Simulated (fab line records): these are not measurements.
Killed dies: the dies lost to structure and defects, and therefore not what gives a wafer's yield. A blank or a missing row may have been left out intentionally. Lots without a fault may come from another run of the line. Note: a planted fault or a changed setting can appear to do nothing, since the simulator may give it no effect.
fab line records | flow n5Finfet
record lots=7 | wafers=39
route steps=1938 shown PMOS_HMC_CHANNEL_EPI@57 HKMG_FIN@386 MOL_CONTACT_COAG@615 BEOL_M0@748 BEOL_M5@1116
startH: hours from the record's opening day to when the first of the lot's shown wafers began | waitH: hours elapsed since this lot's preceding step | " unchanged from the row above | L1.1+2: several wafers, shown together as one row | - no value present, or no start provided | * or withheld: withheld | < > ~ a bound
route shown NAME@n: names a module that has steps shown in the file, with the first one's number in the route | usual: mean/standard deviation of fault-free wafers | same: alike in all rows | chamber/n: place in a boat | sites: per-site readings | _std_site: the values' standard deviation | _edge_site: outer sites' mean less inner sites' | radiusMm: how far each site lies from the wafer's centre | mask NAME#n: copy n | behind: the most recent tool/chamber to have shaped the wafer | hold: why the lot was held/for how many hours/how that ended | device: names the non-switching transistor (n, p or np) | end of line: the same wafers' tests at the end of the route | a step without rows: its recipe alone | killed: at the first sort, the dies lost to defects and structure; wafer yield is something else | map: the dies of a wafer, with x for killed, . for not killed, _ for no die there
set.NAME: setting as actually run; set.NAME@STEP: the setting as run at that earlier step | model.NAME: the simulator's own value behind a step, which no gauge read
lots where settings were altered on purpose, with a table for each step and a row for each wafer
## steps
# step N5_PMOS_HMC_CHANNEL_EPI_HM_DEP_34
# recipe material=SiO2 | targetThkA=360 | tempC=400 | precursor=TEOS/O2 | pressureTorr=6.5 | rfW=900 | teosFlowSccm=161.4 | gas=O2 | flowSccm=2650 | timeS=6.9
lot.wafer | tool     | chamber | startH | waitH | set.targetThkA | model.SiO2_of_PMOS_HMC_CHANNEL_EPI_HM_DEP_34.thkNm
L076.1    | pecvd-03 | 1       | 30.34  | 0.0   | 360            | 35.24
L076.2    | "        | 0       | "      | "     | 360            | 35.71
L076.3    | "        | 0       | "      | "     | 360            | 36.33
L076.4    | "        | 1       | "      | "     | 360            | 36.1
L076.5    | "        | 0       | "      | "     | 360            | 36.44
L076.6    | "        | 1       | "      | "     | 360            | 35.83
L079.1    | pecvd-03 | 0       | 47.86  | 0.0   | 478.3          | 47.12
L079.2    | "        | 1       | "      | "     | 360            | 35.19
L079.3    | "        | 1       | "      | "     | 478.3          | 47.58
L079.4    | "        | 0       | "      | "     | 478.3          | 48.15
L079.5    | "        | 0       | "      | "     | 360            | 36.31
L079.6    | "        | 1       | "      | "     | 360            | 35.91
L083.1    | pecvd-02 | 2       | 71.15  | 0.0   | 360            | 35.1
L083.2    | "        | 1       | "      | "     | 360            | 35.55
L083.4    | "        | 1       | "      | "     | 360            | 36.24
L087.1    | pecvd-04 | 0       | 95.63  | 0.0   | 360            | 35.96
L087.2    | "        | 1       | "      | "     | 360            | 35.82
L087.3    | "        | 2       | "      | "     | 360            | 34.92
L087.4    | "        | 1       | "      | "     | 360            | 36.82
L087.5    | "        | 0       | "      | "     | 360            | 36.45
L087.6    | "        | 2       | "      | "     | 360            | 36.33
L091.1    | pecvd-03 | 1       | 119.06 | 0.0   | 360            | 36.03
L091.2    | "        | 0       | "      | "     | 360            | 36.11
L091.3    | "        | 2       | "      | "     | 279.4          | 28.21
L091.4    | "        | 0       | "      | "     | 279.4          | 28.79
L091.5    | "        | 2       | "      | "     | 360            | 36.81
L091.6    | "        | 1       | "      | "     | 279.4          | 27.95
L092.1    | pecvd-04 | 2       | 125.11 | 0.0   | 360            | 35.39
L092.2    | "        | 1       | "      | "     | 452.4          | 45.55
L092.3    | "        | 0       | "      | "     | 360            | 35.95
L092.4    | "        | 2       | "      | "     | 452.4          | 45.99
L092.5    | "        | 1       | "      | "     | 452.4          | 46.46
L092.6    | "        | 0       | "      | "     | 360            | 36.68
L095.1    | pecvd-02 | 0       | 142.83 | 0.0   | 360            | 35.89
L095.2    | "        | 1       | "      | "     | 360            | 35.85
L095.3    | "        | 2       | "      | "     | 360            | 35.87
L095.4    | "        | 2       | "      | "     | 360            | 36.56
L095.5    | "        | 0       | "      | "     | 360            | 35.96
L095.6    | "        | 1       | "      | "     | 360            | 37.11
# step N5_HKMG_FIN_HK_ALD_01
# recipe material=HfO2 | targetThkA=16 | tempC=withheld | aldPrecursorFamily=HfCl4 | aldCoReactant=H2O | pulseTimeS=3 | purgeTimeS=3 | coReactantPurgeTimeS=2.5 | coReactantPulseTimeS=0.3 | aldCycles=30
lot.wafer        | tool     | chamber     | startH | waitH | set.aldCycles | model.HfO2_of_HKMG_FIN_HK_ALD_01.thkNm
L076.1+3+6       | aldHk-01 | 0,1,1       | 83.88  | 0.0   | 39            | 2
L076.2+4+5       | "        | 3,2,2       | "      | "     | 30            | 1.6
L079.1+3+5       | aldHk-02 | 1,0,3       | 105.48 | 0.0   | 15            | 0.8
L079.2+4+6       | "        | 3,2,2       | "      | "     | 30            | 1.6
L083.1+2+4       | aldHk-02 | 0,1,2       | 128.50 | 0.1   | 30            | 1.6
L087.1+4+5       | aldHk-01 | 3,0,2       | 151.70 | 0.0   | 30            | 1.6
L087.2+3+6       | "        | 1,2,3       | "      | "     | 36            | 2
L091.1+3+5       | aldHk-01 | 0,3,3       | 173.24 | 0.0   | 30            | 1.6
L091.2+4+6       | "        | 2,1,2       | "      | "     | 36            | 2
L092.1+2+3+4+5+6 | aldHk-03 | 1,3,0,2,1,0 | 181.55 | 0.0   | 30            | 1.6
L095.1+4+6       | aldHk-02 | 3,0,1       | 197.63 | 0.0   | 38            | 2
L095.2+3+5       | "        | 1,2,0       | "      | "     | 30            | 1.6
# step N5_HKMG_FIN_HK_ANNEAL_02
# recipe tempC=700 | timeS=30 | ambient=N2 | idleTempC=600 | rampUpCPerS=150 | rampDownCPerS=60 | coolToC=600
# step N5_HKMG_FIN_ALD_74
# recipe material=La2O3 | targetThkA=5 | tempC=250 | aldPrecursorFamily=La-Cp | aldCoReactant=O3 | pulseTimeS=6 | coReactantPulseTimeS=1 | purgeTimeS=3 | coReactantPurgeTimeS=3
# step N5_HKMG_FIN_WET_ETCH_82
# recipe chemistry=dHCl | mix=1:10000 | tempC=25 | target=La2O3 | stopOn=HfO2 | targetDepthNm=2 | dry=ipaMarangoni | rinseTimeS=30 | rinseTempC=23
# step N5_HKMG_FIN_ALD_36
# recipe material=TiN | targetThkA=10 | tempC=400 | aldPrecursorFamily=TiCl4 | aldCoReactant=NH3 | pulseTimeS=1 | purgeTimeS=3 | coReactantPurgeTimeS=2 | coReactantPulseTimeS=2 | aldCycles=47 | pressureTorr=3
# step N5_HKMG_FIN_THK_MEAS_70
# recipe thkMeasGauge=xrf | reads=HfO2_of_HKMG_FIN_HK_ALD_01
# usual HK_THK=1.591/0.018
lot.wafer | tool         | chamber | startH | waitH | set.aldCycles@HKMG_FIN_HK_ALD_01 | HK_THK[nm]
L076.1    | filmMetro-02 | -       | 88.20  | 0.2   | 39                               | 2.057
L076.2    | "            | -       | "      | "     | 30                               | 1.587
L076.3    | "            | -       | "      | "     | 39                               | 2.037
L076.4    | "            | -       | "      | "     | 30                               | 1.564
L076.5    | "            | -       | "      | "     | 30                               | 1.629
L076.6    | "            | -       | "      | "     | 39                               | 2.069
L079.1    | filmMetro-02 | -       | 109.81 | 0.2   | 15                               | 0.793
L079.2    | "            | -       | "      | "     | 30                               | 1.570
L079.3    | "            | -       | "      | "     | 15                               | 0.791
L079.4    | "            | -       | "      | "     | 30                               | 1.558
L079.5    | "            | -       | "      | "     | 15                               | 0.800
L079.6    | "            | -       | "      | "     | 30                               | 1.595
L083.1    | filmMetro-02 | -       | 132.56 | 0.4   | 30                               | 1.602
L083.2    | "            | -       | "      | "     | 30                               | 1.578
L083.4    | "            | -       | "      | "     | 30                               | 1.604
L087.1    | filmMetro-01 | -       | 155.45 | 0.2   | 30                               | 1.607
L087.2    | "            | -       | "      | "     | 36                               | 1.910
L087.3    | "            | -       | "      | "     | 36                               | 1.926
L087.4    | "            | -       | "      | "     | 30                               | 1.582
L087.5    | "            | -       | "      | "     | 30                               | 1.594
L087.6    | "            | -       | "      | "     | 36                               | 1.926
L091.1    | filmMetro-01 | -       | 176.71 | 0.2   | 30                               | 1.596
L091.2    | "            | -       | "      | "     | 36                               | 1.910
L091.3    | "            | -       | "      | "     | 30                               | 1.585
L091.4    | "            | -       | "      | "     | 36                               | 1.928
L091.5    | "            | -       | "      | "     | 30                               | 1.583
L091.6    | "            | -       | "      | "     | 36                               | 1.905
L092.1    | filmMetro-01 | -       | 185.15 | 0.2   | 30                               | 1.605
L092.2    | "            | -       | "      | "     | 30                               | 1.591
L092.3    | "            | -       | "      | "     | 30                               | 1.593
L092.4    | "            | -       | "      | "     | 30                               | 1.598
L092.5    | "            | -       | "      | "     | 30                               | 1.579
L092.6    | "            | -       | "      | "     | 30                               | 1.565
L095.1    | filmMetro-02 | -       | 201.77 | 0.2   | 38                               | 2.052
L095.2    | "            | -       | "      | "     | 30                               | 1.601
L095.3    | "            | -       | "      | "     | 30                               | 1.604
L095.4    | "            | -       | "      | "     | 38                               | 2.022
L095.5    | "            | -       | "      | "     | 30                               | 1.556
L095.6    | "            | -       | "      | "     | 38                               | 1.999
# step N5_MOL_CONTACT_COAG_VIA_ETCH_117
# recipe chemistry=C4F6/O2 | targetDepthA=400 | overetchA=80 | maskMaterial=SOC | target=SiO2 | biasW=455 | pressureMtorr=10 | timeS=26 | sourceW=325 | Ar_flow_sccm=300 | C4F6_flow_sccm=10 | O2_flow_sccm=10 | ionEnergyEv=575.3 | ends=endPoint
lot.wafer | tool       | chamber | startH | waitH | set.targetDepthA | model.etch.depthNm | model.MOL_CONTACT_COAG.featureDepthNm | model.SOC_of_MOL_CONTACT_COAG_COAT_62.thkNm
L076.1    | rieDiel-03 | 2       | 119.01 | 0.0   | 400              | 40.08              | 40                                    | 51.4
L076.2    | "          | 1       | "      | "     | 290              | 36.21              | 36.2                                  | 53.2
L076.3    | "          | 0       | "      | "     | 400              | 40.59              | 40.6                                  | 51.8
L076.4    | "          | 3       | "      | "     | 400              | 40.82              | 40.8                                  | 51.8
L076.5    | "          | 1       | "      | "     | 290              | 36.37              | 36.4                                  | 53
L076.6    | "          | 0       | "      | "     | 290              | 35.8               | 35.8                                  | 53.2
L079.1    | rieDiel-04 | 3       | 135.05 | 0.0   | 400              | 40.46              | 40.4                                  | 51.8
L079.2    | "          | 1       | "      | "     | 473.3            | 41.25              | 41.2                                  | 51.2
L079.3    | "          | 0       | "      | "     | 473.3            | 40.49              | 40.4                                  | 50.8
L079.4    | "          | 1       | "      | "     | 400              | 41.12              | 41.2                                  | 52.2
L079.5    | "          | 3       | "      | "     | 473.3            | 40.38              | 40.4                                  | 50.8
L079.6    | "          | 0       | "      | "     | 400              | 40.2               | 40.2                                  | 51.4
L083.1    | rieDiel-01 | 1       | 159.04 | 0.0   | 400              | 39.73              | 39.8                                  | 51.6
L083.2    | "          | 2       | "      | "     | 400              | 40.4               | 40.4                                  | 51.6
L083.4    | "          | 0       | "      | "     | 400              | 40.66              | 40.6                                  | 51.8
L087.1    | rieDiel-03 | 0       | 187.15 | 0.0   | 400              | 40.7               | 40.8                                  | 51.8
L087.2    | "          | 3       | "      | "     | 228              | 30.37              | 30.4                                  | 53.6
L087.3    | "          | 2       | "      | "     | 400              | 39.94              | 40                                    | 51.4
L087.4    | "          | 2       | "      | "     | 228              | 30.66              | 30.6                                  | 53.6
L087.5    | "          | 3       | "      | "     | 228              | 30.19              | 30.2                                  | 53.6
L087.6    | "          | 0       | "      | "     | 400              | 40.54              | 40.6                                  | 51.6
L091.1    | rieDiel-04 | 0       | 202.30 | 0.0   | 181.4            | 25.45              | 25.4                                  | 54.2
L091.2    | "          | 2       | "      | "     | 181.4            | 25.78              | 25.8                                  | 54
L091.3    | "          | 3       | "      | "     | 181.4            | 25.51              | 25.6                                  | 54.4
L091.4    | "          | 1       | "      | "     | 400              | 39.84              | 39.8                                  | 51.4
L091.5    | "          | 3       | "      | "     | 400              | 40.35              | 40.4                                  | 51.8
L091.6    | "          | 0       | "      | "     | 400              | 40.66              | 40.6                                  | 51.6
L092.1    | rieDiel-01 | 0       | 212.39 | 0.0   | 400              | 40.57              | 40.6                                  | 52
L092.2    | "          | 2       | "      | "     | 400              | 40.35              | 40.4                                  | 51.6
L092.3    | "          | 1       | "      | "     | 400              | 39.56              | 39.6                                  | 51.2
L092.4    | "          | 3       | "      | "     | 400              | 39.26              | 39.2                                  | 51.2
L092.5    | "          | 2       | "      | "     | 400              | 40.32              | 40.4                                  | 51.6
L092.6    | "          | 1       | "      | "     | 400              | 39.56              | 39.6                                  | 51.4
L095.1    | rieDiel-03 | 1       | 229.17 | 0.0   | 400              | 40.6               | 40.6                                  | 51.4
L095.2    | "          | 2       | "      | "     | 400              | 40.24              | 40.2                                  | 51.2
L095.3    | "          | 0       | "      | "     | 400              | 40.94              | 41                                    | 51.6
L095.4    | "          | 3       | "      | "     | 400              | 41.03              | 41                                    | 51.6
L095.5    | "          | 2       | "      | "     | 400              | 40.15              | 40.2                                  | 51.4
L095.6    | "          | 3       | "      | "     | 400              | 40.93              | 41                                    | 51.8
# step N5_MOL_CONTACT_COAG_ETCH_124
# recipe chemistry=CH3F/O2 | target=SiNx | targetDepthA=65 | maskMaterial=SOC | stopOn=SiOC | overEtchFrac=0.3 | ionEnergyEv=120 | pressureMtorr=30 | sourceW=395 | biasW=73 | Ar_flow_sccm=150 | CH3F_flow_sccm=30 | O2_flow_sccm=20 | ends=endPoint
# usual oesProductAu=0.67/0.075
lot.wafer | tool       | chamber | startH | waitH | set.targetDepthA@MOL_CONTACT_COAG_VIA_ETCH_117 | oesProductAu | model.etch.depthNm
L076.1    | rieDiel-03 | 2       | 119.03 | 0.0   | 400                                            | 0.68         | 4.988
L076.2    | "          | 1       | "      | "     | 290                                            | 0.26         | 5.012
L076.3    | "          | 0       | "      | "     | 400                                            | 0.60         | 5.006
L076.4    | "          | 3       | "      | "     | 400                                            | 0.64         | 4.985
L076.5    | "          | 1       | "      | "     | 290                                            | 0.26         | 4.991
L076.6    | "          | 0       | "      | "     | 290                                            | 0.27         | 5.011
L079.1    | rieDiel-04 | 3       | 135.08 | 0.0   | 400                                            | 0.61         | 4.995
L079.2    | "          | 1       | "      | "     | 473.3                                          | 0.55         | 4.52
L079.3    | "          | 0       | "      | "     | 473.3                                          | 0.63         | 4.508
L079.4    | "          | 1       | "      | "     | 400                                            | 0.58         | 4.991
L079.5    | "          | 3       | "      | "     | 473.3                                          | 0.58         | 4.504
L079.6    | "          | 0       | "      | "     | 400                                            | 0.66         | 5.001
L083.1    | rieDiel-01 | 1       | 159.07 | 0.0   | 400                                            | 0.78         | 4.975
L083.2    | "          | 2       | "      | "     | 400                                            | 0.65         | 5.01
L083.4    | "          | 0       | "      | "     | 400                                            | 0.62         | 4.983
L087.1    | rieDiel-03 | 0       | 187.18 | 0.0   | 400                                            | 0.59         | 5.003
L087.2    | "          | 3       | "      | "     | 228                                            | 0.27         | 4.967
L087.3    | "          | 2       | "      | "     | 400                                            | 0.66         | 4.981
L087.4    | "          | 2       | "      | "     | 228                                            | 0.29         | 4.989
L087.5    | "          | 3       | "      | "     | 228                                            | 0.28         | 5.012
L087.6    | "          | 0       | "      | "     | 400                                            | 0.59         | 5.018
L091.1    | rieDiel-04 | 0       | 202.33 | 0.0   | 181.4                                          | 0.28         | 4.958
L091.2    | "          | 2       | "      | "     | 181.4                                          | 0.27         | 4.994
L091.3    | "          | 3       | "      | "     | 181.4                                          | 0.26         | 4.968
L091.4    | "          | 1       | "      | "     | 400                                            | 0.78         | 4.961
L091.5    | "          | 3       | "      | "     | 400                                            | 0.59         | 4.981
L091.6    | "          | 0       | "      | "     | 400                                            | 0.65         | 4.993
L092.1    | rieDiel-01 | 0       | 212.42 | 0.0   | 400                                            | 0.61         | 5.018
L092.2    | "          | 2       | "      | "     | 400                                            | 0.64         | 5.024
L092.3    | "          | 1       | "      | "     | 400                                            | 0.75         | 4.973
L092.4    | "          | 3       | "      | "     | 400                                            | 0.76         | 4.953
L092.5    | "          | 2       | "      | "     | 400                                            | 0.65         | 4.987
L092.6    | "          | 1       | "      | "     | 400                                            | 0.75         | 4.984
L095.1    | rieDiel-03 | 1       | 229.19 | 0.0   | 400                                            | 0.80         | 5.019
L095.2    | "          | 2       | "      | "     | 400                                            | 0.65         | 5.011
L095.3    | "          | 0       | "      | "     | 400                                            | 0.58         | 5.002
L095.4    | "          | 3       | "      | "     | 400                                            | 0.60         | 4.992
L095.5    | "          | 2       | "      | "     | 400                                            | 0.65         | 4.993
L095.6    | "          | 3       | "      | "     | 400                                            | 0.61         | 5.016
# step N5_MOL_CONTACT_COAG_ETCH_48
# recipe chemistry=C4F6/O2 | targetDepthA=150 | overetchA=45 | maskMaterial=SOC | target=SiOC | biasW=465 | pressureMtorr=10 | timeS=17 | sourceW=335 | Ar_flow_sccm=300 | C4F6_flow_sccm=10 | O2_flow_sccm=10 | ionEnergyEv=576
# usual oesProductAu=0.66/0.077
lot.wafer | tool       | chamber | startH | waitH | set.targetDepthA@MOL_CONTACT_COAG_VIA_ETCH_117 | oesProductAu | model.SOC_of_MOL_CONTACT_COAG_COAT_62.thkNm
L076.1    | rieDiel-03 | 2       | 119.07 | 0.0   | 400                                            | 0.70         | 45.8
L076.2    | "          | 1       | "      | "     | 290                                            | 0.26         | 47.6
L076.3    | "          | 0       | "      | "     | 400                                            | 0.58         | 46.2
L076.4    | "          | 3       | "      | "     | 400                                            | 0.62         | 46.2
L076.5    | "          | 1       | "      | "     | 290                                            | 0.26         | 47.4
L076.6    | "          | 0       | "      | "     | 290                                            | 0.26         | 47.6
L079.1    | rieDiel-04 | 3       | 135.12 | 0.0   | 400                                            | 0.57         | 46
L079.2    | "          | 1       | "      | "     | 473.3                                          | 0.61         | 45.8
L079.3    | "          | 0       | "      | "     | 473.3                                          | 0.63         | 45.2
L079.4    | "          | 1       | "      | "     | 400                                            | 0.57         | 46.6
L079.5    | "          | 3       | "      | "     | 473.3                                          | 0.64         | 45
L079.6    | "          | 0       | "      | "     | 400                                            | 0.65         | 45.8
L083.1    | rieDiel-01 | 1       | 159.11 | 0.0   | 400                                            | 0.76         | 45.8
L083.2    | "          | 2       | "      | "     | 400                                            | 0.63         | 45.8
L083.4    | "          | 0       | "      | "     | 400                                            | 0.59         | 46.2
L087.1    | rieDiel-03 | 0       | 187.22 | 0.0   | 400                                            | 0.57         | 46
L087.2    | "          | 3       | "      | "     | 228                                            | 0.27         | 48
L087.3    | "          | 2       | "      | "     | 400                                            | 0.69         | 45.6
L087.4    | "          | 2       | "      | "     | 228                                            | 0.29         | 47.8
L087.5    | "          | 3       | "      | "     | 228                                            | 0.27         | 48
L087.6    | "          | 0       | "      | "     | 400                                            | 0.59         | 46
L091.1    | rieDiel-04 | 0       | 202.37 | 0.0   | 181.4                                          | 0.29         | 48.6
L091.2    | "          | 2       | "      | "     | 181.4                                          | 0.27         | 48.4
L091.3    | "          | 3       | "      | "     | 181.4                                          | 0.26         | 48.8
L091.4    | "          | 1       | "      | "     | 400                                            | 0.79         | 45.6
L091.5    | "          | 3       | "      | "     | 400                                            | 0.60         | 46.2
L091.6    | "          | 0       | "      | "     | 400                                            | 0.66         | 46
L092.1    | rieDiel-01 | 0       | 212.46 | 0.0   | 400                                            | 0.60         | 46.4
L092.2    | "          | 2       | "      | "     | 400                                            | 0.62         | 46
L092.3    | "          | 1       | "      | "     | 400                                            | 0.73         | 45.4
L092.4    | "          | 3       | "      | "     | 400                                            | 0.71         | 45.4
L092.5    | "          | 2       | "      | "     | 400                                            | 0.63         | 46
L092.6    | "          | 1       | "      | "     | 400                                            | 0.73         | 45.6
L095.1    | rieDiel-03 | 1       | 229.23 | 0.0   | 400                                            | 0.78         | 46
L095.2    | "          | 2       | "      | "     | 400                                            | 0.64         | 45.6
L095.3    | "          | 0       | "      | "     | 400                                            | 0.58         | 46
L095.4    | "          | 3       | "      | "     | 400                                            | 0.56         | 46.2
L095.5    | "          | 2       | "      | "     | 400                                            | 0.62         | 45.6
L095.6    | "          | 3       | "      | "     | 400                                            | 0.59         | 46.2
# step N5_BEOL_M0_DEP_125
# recipe material=SiCN | targetThkA=80 | tempC=withheld | precursor=3MS/NH3 | pressureTorr=3 | rfW=202 | timeS=14
lot.wafer      | tool     | chamber   | startH | waitH | set.targetThkA | model.SiCN_of_BEOL_M0_DEP_125.thkNm
L076.1+3       | pecvd-04 | 1,0       | 141.90 | 0.0   | 120.9          | 12
L076.2         | "        | 2         | "      | "     | 120.9          | 12.2
L076.4+5       | "        | 1,0       | "      | "     | 80             | 8
L076.6         | "        | 2         | "      | "     | 80             | 8.2
L079.1         | pecvd-01 | 1         | 157.89 | 0.0   | 80             | 7.8
L079.2+3+4+5+6 | "        | 2,0,0,2,1 | "      | "     | 80             | 8
L083.1         | pecvd-04 | 2         | 183.92 | 0.0   | 80             | 8
L083.2         | "        | 0         | "      | "     | 80             | 7.8
L083.4         | "        | 2         | "      | "     | 80             | 8.2
L087.1+2       | pecvd-01 | 1,0       | 205.30 | 0.0   | 41.43          | 4
L087.3         | "        | 1         | "      | "     | 80             | 7.8
L087.4+6       | "        | 0,1       | "      | "     | 80             | 8
L087.5         | "        | 0         | "      | "     | 41.43          | 4.2
L091.1+5       | pecvd-04 | 0,1       | 223.18 | 0.0   | 49.95          | 4.6
L091.2+6       | "        | 2,0       | "      | "     | 80             | 7.8
L091.3         | "        | 1         | "      | "     | 80             | 7.6
L091.4         | "        | 2         | "      | "     | 49.95          | 5
L092.1+6       | pecvd-04 | 0         | 231.08 | 0.0   | 35.56          | 3.4
L092.2         | "        | 1         | "      | "     | 35.56          | 3.2
L092.3+4       | "        | 2,1       | "      | "     | 80             | 7.8
L092.5         | "        | 2         | "      | "     | 80             | 8
L095.1         | pecvd-03 | 1         | 250.45 | 0.0   | 80             | 8.2
L095.2         | "        | 0         | "      | "     | 80             | 8
L095.3         | "        | 2         | "      | "     | 80             | 7.8
L095.4         | "        | 1         | "      | "     | 38.81          | 4.2
L095.5+6       | "        | 0,2       | "      | "     | 38.81          | 3.8
# step N5_BEOL_M5_HM_DEP_02
# recipe material=TiN | targetThkA=200 | tempC=25 | chamberPressurePa=0.49996
lot.wafer    | tool          | chamber | startH | waitH | set.targetThkA | model.TiN_of_BEOL_M5_HM_DEP_02.thkNm
L076.1+2+4   | pvdSputter-02 | -       | 227.10 | 1.0   | 169.1          | 17
L076.3+6     | "             | -       | "      | "     | 200            | 20
L076.5       | "             | -       | "      | "     | 200            | 19.8
L079.1+2     | pvdSputter-03 | -       | 250.08 | 0.4   | 200            | 20
L079.3       | "             | -       | "      | "     | 169            | 17.2
L079.4       | "             | -       | "      | "     | 200            | 19.8
L079.5+6     | "             | -       | "      | "     | 169            | 16.8
L083.1+2     | pvdSputter-02 | -       | 280.53 | 2.1   | 200            | 19.8
L083.4       | "             | -       | "      | "     | 200            | 19.6
L087.1+4     | pvdSputter-02 | -       | 290.65 | 2.1   | 200            | 19.8
L087.2+6     | "             | -       | "      | "     | 282.8          | 28.4
L087.3       | "             | -       | "      | "     | 200            | 20.2
L087.5       | "             | -       | "      | "     | 282.8          | 28.2
L092.1       | pvdSputter-01 | -       | 330.56 | 1.8   | 200            | 19.8
L092.2       | "             | -       | "      | "     | 200            | 20
L092.3       | "             | -       | "      | "     | 200            | 19.6
L092.4+5+6   | "             | -       | "      | "     | 268.8          | 26.8
L091.1+2+3+6 | pvdSputter-02 | -       | 330.77 | 1.3   | 200            | 20
L091.4+5     | "             | -       | "      | "     | 200            | 19.8
L095.1+5     | pvdSputter-02 | -       | 347.63 | 1.9   | 200            | 19.8
L095.2+4     | "             | -       | "      | "     | 200            | 20.2
L095.3+6     | "             | -       | "      | "     | 200            | 20
# step N5_BEOL_M5_COAT_59
# recipe resist=SOC | tempC=250 | timeS=60 | spinRpm=1500 | resistThkNm=60
# step N5_BEOL_M5_COAT_60
# recipe resist=SiARC | tempC=220 | timeS=60 | spinRpm=1500 | resistThkNm=12
# step N5_BEOL_M5_STRIP_73
# recipe chemistry=N2/H2 | tempC=40 | n2FlowSccm=200 | h2FlowSccm=200 | rfFrequencyHz=6e+07
# step N5_BEOL_M5_STRIP_64
# recipe chemistry=CF4 | resist=SiARC | powerW=300 | biasPowerW=75 | pressureMtorr=50 | cf4FlowSccm=150 | rfFrequencyHz=6e+07
# step N5_BEOL_M5_HM_OPEN_17
# recipe chemistry=Cl2/BCl3 | targetDepthA=200 | overetchA=60 | target=TiN | maskMaterial=SOC | ionEnergyEv=150 | pressureMtorr=10 | icpW=1000 | biasW=126 | Cl2_flow_sccm=53.25 | bcl3FlowSccm=21.75 | Ar_flow_sccm=25
lot.wafer | tool        | chamber | startH | waitH | set.targetThkA@BEOL_M5_HM_DEP_02 | model.etch.depthNm
L076.1    | rieMetal-02 | 0       | 227.91 | 0.0   | 169.1                            | 16.94
L076.2+4  | "           | 1,0     | "      | "     | 169.1                            | 16.99
L076.3+6  | "           | 1       | "      | "     | 200                              | 20.06
L076.5    | "           | 0       | "      | "     | 200                              | 19.89
L079.1    | rieMetal-03 | 0       | 251.00 | 0.0   | 200                              | 20.07
L079.2    | "           | 1       | "      | "     | 200                              | 20.1
L079.3    | "           | 1       | "      | "     | 169                              | 17.17
L079.4    | "           | 0       | "      | "     | 200                              | 19.87
L079.5    | "           | 1       | "      | "     | 169                              | 16.79
L079.6    | "           | 0       | "      | "     | 169                              | 16.8
L083.1    | rieMetal-01 | 0       | 281.54 | 0.0   | 200                              | 19.82
L083.2    | "           | 1       | "      | "     | 200                              | 19.76
L083.4    | "           | 0       | "      | "     | 200                              | 19.65
L087.1    | rieMetal-02 | 0       | 291.54 | 0.0   | 200                              | 19.84
L087.2    | "           | 1       | "      | "     | 282.8                            | 26.46
L087.3    | "           | 0       | "      | "     | 200                              | 20.11
L087.4    | "           | 1       | "      | "     | 200                              | 19.85
L087.5    | "           | 1       | "      | "     | 282.8                            | 26.47
L087.6    | "           | 0       | "      | "     | 282.8                            | 24.99
L092.1    | rieMetal-02 | 1       | 331.84 | 0.0   | 200                              | 19.79
L092.2    | "           | 0       | "      | "     | 200                              | 19.91
L092.3    | "           | 1       | "      | "     | 200                              | 19.66
L092.4    | "           | 0       | "      | "     | 268.8                            | 24.97
L092.5    | "           | 1       | "      | "     | 268.8                            | 26.41
L092.6    | "           | 0       | "      | "     | 268.8                            | 24.73
L091.1    | rieMetal-03 | 1       | 331.91 | 0.0   | 200                              | 19.93
L091.2    | "           | 0       | "      | "     | 200                              | 19.98
L091.3    | "           | 0       | "      | "     | 200                              | 20.04
L091.4    | "           | 1       | "      | "     | 200                              | 19.87
L091.5    | "           | 0       | "      | "     | 200                              | 19.85
L091.6    | "           | 1       | "      | "     | 200                              | 20.01
L095.1    | rieMetal-03 | 1       | 348.89 | 0.0   | 200                              | 19.88
L095.2+4  | "           | 0,1     | "      | "     | 200                              | 20.11
L095.3    | "           | 0       | "      | "     | 200                              | 19.98
L095.5    | "           | 0       | "      | "     | 200                              | 19.9
L095.6    | "           | 1       | "      | "     | 200                              | 19.95
## key
split step=N5_PMOS_HMC_CHANNEL_EPI_HM_DEP_34 | setting=targetThkA | stated=360 | by=wafer
response step=N5_PMOS_HMC_CHANNEL_EPI_HM_DEP_34 | reading=model.SiO2_of_PMOS_HMC_CHANNEL_EPI_HM_DEP_34.thkNm | change=+0.368 | per=1% | r=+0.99
split step=N5_HKMG_FIN_HK_ALD_01 | setting=aldCycles | stated=30 | by=wafer
response step=N5_HKMG_FIN_HK_ALD_01 | reading=model.HfO2_of_HKMG_FIN_HK_ALD_01.thkNm | change=+0.016 | per=1% | r=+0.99
response step=N5_HKMG_FIN_THK_MEAS_70 | reading=HK_THK | change=+0.0158 | per=1% | r=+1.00
split step=N5_MOL_CONTACT_COAG_VIA_ETCH_117 | setting=targetDepthA | stated=400 | by=wafer
response step=N5_MOL_CONTACT_COAG_VIA_ETCH_117 | reading=model.etch.depthNm | change=+0.229 | per=1% | r=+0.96
response step=N5_MOL_CONTACT_COAG_VIA_ETCH_117 | reading=model.MOL_CONTACT_COAG.featureDepthNm | change=+0.229 | per=1% | r=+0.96
response step=N5_MOL_CONTACT_COAG_VIA_ETCH_117 | reading=model.SOC_of_MOL_CONTACT_COAG_COAT_62.thkNm | change=-0.048 | per=1% | r=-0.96
response step=N5_MOL_CONTACT_COAG_ETCH_124 | reading=oesProductAu | change=+0.00779 | per=1% | r=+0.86
response step=N5_MOL_CONTACT_COAG_ETCH_124 | reading=model.etch.depthNm | shape=bent | atLowest=4.973 | atStated=4.994 | atHighest=4.511
response step=N5_MOL_CONTACT_COAG_ETCH_48 | reading=oesProductAu | change=+0.00812 | per=1% | r=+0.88
response step=N5_MOL_CONTACT_COAG_ETCH_48 | reading=model.SOC_of_MOL_CONTACT_COAG_COAT_62.thkNm | change=-0.0489 | per=1% | r=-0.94
split step=N5_BEOL_M0_DEP_125 | setting=targetThkA | stated=80 | by=wafer
response step=N5_BEOL_M0_DEP_125 | reading=model.SiCN_of_BEOL_M0_DEP_125.thkNm | change=+0.0798 | per=1% | r=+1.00
split step=N5_BEOL_M5_HM_DEP_02 | setting=targetThkA | stated=200 | by=wafer
response step=N5_BEOL_M5_HM_DEP_02 | reading=model.TiN_of_BEOL_M5_HM_DEP_02.thkNm | change=+0.202 | per=1% | r=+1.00
response step=N5_BEOL_M5_HM_OPEN_17 | reading=model.etch.depthNm | change=+0.159 | per=1% | r=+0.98
